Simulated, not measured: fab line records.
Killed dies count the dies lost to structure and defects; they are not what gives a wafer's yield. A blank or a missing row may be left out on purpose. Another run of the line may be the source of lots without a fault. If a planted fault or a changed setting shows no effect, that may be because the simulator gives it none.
Split-lot experiment    flow n5-finfet    route with 1938 steps; 7 lots, 21 wafers read

## SPLIT DETAILS
At N5_BEOL_M6_ETCH_66 (etches SOC in N2/H2, target depth 80 nm, overetch 16 nm, time 120 s), the setting bias-w was moved away from the recipe's 150 W on 6 of the 21 wafers read, by -16.0% to +15.6%. For the rest of the wafers, this setting stayed at what the recipe calls for.

The reading comes from the split's own step.

## THE READING
rf-vpp-V, in V, at N5_BEOL_M6_ETCH_66 (etches SOC in N2/H2, target depth 80 nm, overetch 16 nm, time 120 s). On this fab line, fault-free wafers typically give 523.1 V with a standard deviation of 2.3 V.

wafer   tool, chamber at the split  bias-w as run, W  against the recipe  rf-vpp-V, V  against lot-mates on the recipe
L074.4  rie-diel-04, 1              150               recipe              520.6        -
L074.5  rie-diel-04, 0              150               recipe              521.6        -
L074.6  rie-diel-04, 1              126               -16.0%              468.5        -52.6
L078.3  rie-diel-03, 0              150               recipe              522.4        -
L078.4  rie-diel-03, 1              150               recipe              520.1        -
L078.6  rie-diel-03, 0              150               recipe              522.8        -
L083.3  rie-diel-01, 2              150               recipe              523.8        -
L083.4  rie-diel-01, 1              134.2             -10.5%              491.9        -31.9
L083.5  rie-diel-01, 0              134.2             -10.5%              485.6        -38.2
L085.2  rie-diel-01, 3              150               recipe              522.5        -
L085.3  rie-diel-01, 0              150               recipe              521.8        -
L085.6  rie-diel-01, 3              133.9             -10.7%              486.4        -35.8
L088.1  rie-diel-04, 2              150               recipe              525.0        -
L088.2  rie-diel-04, 3              173.4             +15.6%              577.8        +54.2
L088.5  rie-diel-04, 1              150               recipe              522.2        -
L091.1  rie-diel-01, 0              150               recipe              519.8        -
L091.3  rie-diel-01, 3              157.3             +4.9%               537.8        +16.4
L091.4  rie-diel-01, 2              150               recipe              523.0        -
L092.4  rie-diel-04, 2              150               recipe              524.6        -
L092.5  rie-diel-04, 0              150               recipe              522.0        -
L092.6  rie-diel-04, 3              150               recipe              525.9        -

FIT RESULTS
A straight line over all 21 wafers: rf-vpp-V changes by +3.38 V for each +1% of bias-w; r = +1.00; the points scatter about the line by 2 V.
The same after taking each lot's own level away (the mean of its wafers on the recipe; 21 wafers): +3.36 V for each +1%; r = +1.00; scatter 1.6 V.
According to that fit, moving bias-w by its largest amount changes the reading by 54 V.
The lots' own levels span 521.10 to 524.17 V, that is 1.3 times the standard deviation above.
Consequently the slope shifts little with the lot-to-lot level, the two slopes agreeing.
Check: with one of the wafers moved furthest among these (-16.0%) left out of the fit, the line predicts -54.1 V for it against its lot-mates. It came out at -52.6 V against them.
Tool readings at the split's step, against how far the setting was moved: rf-vpp-V r = +1.00.

## THE OTHER SPLITS THESE WAFERS WENT THROUGH
These wafers also went through other splits before the reading. Each is held against what the fit with the lots' levels taken away leaves over:
other split on the same wafers  wafers away from the commonest value  r with rf-vpp-V (lot level and that fit taken away)
N5_BEOL_M3_COAT_05 spin-rpm     3                                     -0.04
N5_BEOL_M3_SPUTTER_48 time-s    6                                     -0.21
N5_BEOL_M3_SPUTTER_86 time-s    7                                     +0.08
N5_BEOL_M5_PECVD_70 temp-c      7                                     +0.20

## THE FILE'S OWN FIT
rf-vpp-V changes by +3.36 V for each +1% of bias-w, r = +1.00.
